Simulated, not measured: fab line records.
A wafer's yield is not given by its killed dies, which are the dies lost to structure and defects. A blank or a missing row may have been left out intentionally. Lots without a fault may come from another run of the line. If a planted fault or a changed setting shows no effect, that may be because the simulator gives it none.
2 desks, one fault    flow nandHarc    every desk sees just its own numbers, and what lay behind them comes last

TOOL OWNER'S DESK, lithoTrack-01
The tool's own readings at NHARC_P_M1_PEB_07 (peb time 65 s): means of the sampled wafers that have a number, for each lot that ran on this tool. Marked OUT: a lot whose mean sits more than 4 standard deviations from the usual mean, which makes it out of limits; the brackets give that distance.
Columns: A = heaterPowerTotalW at NHARC_P_M1_PEB_07, usual 156.6 W; B = plateTempC at NHARC_P_M1_PEB_07, usual 100.02 C
lot   first seen here  A                B
L793  day 6 19:26      156.4            99.96
L792  day 6 22:37      156.8            100.26
L796  day 7 13:31      156.5            99.87
L803  day 9 04:11      164.0 (+17) OUT  103.35 (+26) OUT
L802  day 9 13:56      164.0 (+17) OUT  103.46 (+26) OUT
This desk finds L802, L803 out of limits, L803 being first, at day 9 04:11 (heaterPowerTotalW at NHARC_P_M1_PEB_07). In limits: L793, L792, L796.

AT THE METROLOGY DESK
What the gauges read, lot by lot, whatever tool the lot ran on: means of the sampled wafers that have a number. Marked OUT: a lot whose mean sits more than 4 standard deviations from the usual mean, which makes it out of limits; the brackets give that distance.
Columns: A = cdNm at NHARC_P_M1_CD_MEAS_09, usual 130.1 nm
lot   first seen here  A
L794  day 6 18:52      130.2
L793  day 6 19:31      130.6
L792  day 6 22:41      130.4
L796  day 7 13:35      129.5
L803  day 9 04:16      140.7 (+18) OUT
L802  day 9 14:01      141.7 (+19) OUT
L808  day 10 03:31     130.0
L810  day 10 12:43     129.9
L809  day 10 13:21     130.9
L811  day 10 18:53     130.6
L813  day 11 06:09     129.4
This desk finds L802, L803 out of limits, L803 being first, at day 9 04:16 (cdNm at NHARC_P_M1_CD_MEAS_09). In limits: L794, L793, L792, L796, L808, L810, L809, L811, L813.

PUT TOGETHER
The tool owner's desk could have raised an alarm at day 9 04:11, on L802, L803.
At day 9 04:16 the metrology desk could have sounded an alarm, on L802, L803.
Of the lots named, all ran NHARC_P_M1_PEB_07 on lithoTrack-01.

WHAT THE SIMULATOR PUT IN
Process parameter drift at NHARC_P_M1_PEB_07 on lithoTrack-01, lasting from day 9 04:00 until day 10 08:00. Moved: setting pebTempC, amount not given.
Lots struck among those shown: L802, L803.
Time in hours from fault onset to the first out-of-limits reading at each desk: tool owner's desk 0, metrology desk 0.
